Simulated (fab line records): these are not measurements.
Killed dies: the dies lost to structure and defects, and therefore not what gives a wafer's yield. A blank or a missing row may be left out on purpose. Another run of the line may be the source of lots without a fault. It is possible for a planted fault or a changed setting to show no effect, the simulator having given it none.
One fault seen from 3 desks ; flow nand-harc ; what lay behind the numbers comes last; until then each desk has only its own

## THE TOOL OWNER'S DESK: ecd-cu-02
The tool's own readings at NHARC_A_M1_ECD_22 (material Cu, target thk 400 nm): means of the sampled wafers that have a number, for each lot that ran on this tool. Any lot whose mean is over 4 standard deviations away from the usual mean is out of limits and marked OUT; that distance is given in the brackets.
Columns: A = bath-heat-duty-pct at NHARC_A_M1_ECD_22, usual 6.1 %; B = bath-temp-c at NHARC_A_M1_ECD_22, usual 25.00 C
lot;first seen here;A;B
L757;day 23 11:43;6.0;25.00
L762;day 26 11:08;5.9;24.94
L768;day 28 13:09;6.3;25.09
L769;day 28 13:38;5.6;25.06
L770;day 28 15:19;6.1;24.94
L771;day 29 15:55;6.2;25.08
L772;day 29 19:19;6.0;25.07
L776;day 31 14:26;5.8;25.03
This desk found nothing out of limits on any of the 8 lots.

## AT THE METROLOGY DESK
Lot by lot, what the gauges showed, no matter which tool ran the lot: averages of those sampled wafers that carry a number. Any lot whose mean is over 4 standard deviations away from the usual mean is out of limits and marked OUT; that distance is given in the brackets.
Columns: A = cd-nm at NHARC_A_M1_CD_MEAS_09, usual 119.8 nm; B = thk-nm at NHARC_A_M1_THK_MEAS_24, usual 154.3 nm
lot;first seen here;A;B
L757;day 23 09:47;119.5;155.3
L760;day 24 16:37;119.9;30.4 (-83) OUT
L759;day 24 21:13;120.4;30.2 (-83) OUT
L762;day 26 09:25;121.4;152.3
L768;day 28 11:26;119.9;155.0
L769;day 28 11:57;120.5;153.8
L770;day 28 13:44;119.1;154.7
L771;day 29 14:13;119.6;155.1
L772;day 29 17:40;119.5;152.7
L773;day 30 08:57;119.4;156.1
L776;day 31 12:52;119.3;154.5
Finding of this desk: L759, L760 out of limits; the first was L760 at day 24 19:19, on thk-nm at NHARC_A_M1_THK_MEAS_24. L757, L762, L768, L769, L770, L771, L772, L773, L776: within limits.

## THE DEFECT DESK
Lot by lot, what the route's inspections counted, given as the mean of those sampled wafers with a number. Any lot whose mean is over 4 standard deviations away from the usual mean is out of limits and marked OUT; that distance is given in the brackets.
Columns: A = raw-defect-count at NHARC_A_M1_INSPECT_11, usual 86
lot;first seen here;A
L757;day 23 09:54;159
L760;day 24 16:44;64
L759;day 24 21:20;146
L762;day 26 09:32;89
L768;day 28 11:34;91
L769;day 28 12:05;72
L770;day 28 13:52;135
L771;day 29 14:20;55
L772;day 29 17:47;116
L773;day 30 09:04;69
L776;day 31 13:00;27
This desk found nothing out of limits on any of the 11 lots.

## TAKEN TOGETHER
On L759, L760, the metrology desk was in a position to raise an alarm at day 24 19:19.
Nothing out of limits was seen by the tool owner's desk.
Nothing out of limits was seen by the defect desk.
The tool owner's desk has no number on record for L759, L760.
The defect desk has L759, L760 on record, within its limits.
Of the lots named, all ran NHARC_A_M1_ECD_22 on ecd-cu-02.

## WHAT THE SIMULATOR PUT IN
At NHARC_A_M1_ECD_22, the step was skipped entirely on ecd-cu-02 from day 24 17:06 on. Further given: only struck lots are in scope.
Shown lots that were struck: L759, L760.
Per desk, hours elapsed from the start of the fault to the first reading out of limits: for the metrology desk, 2.
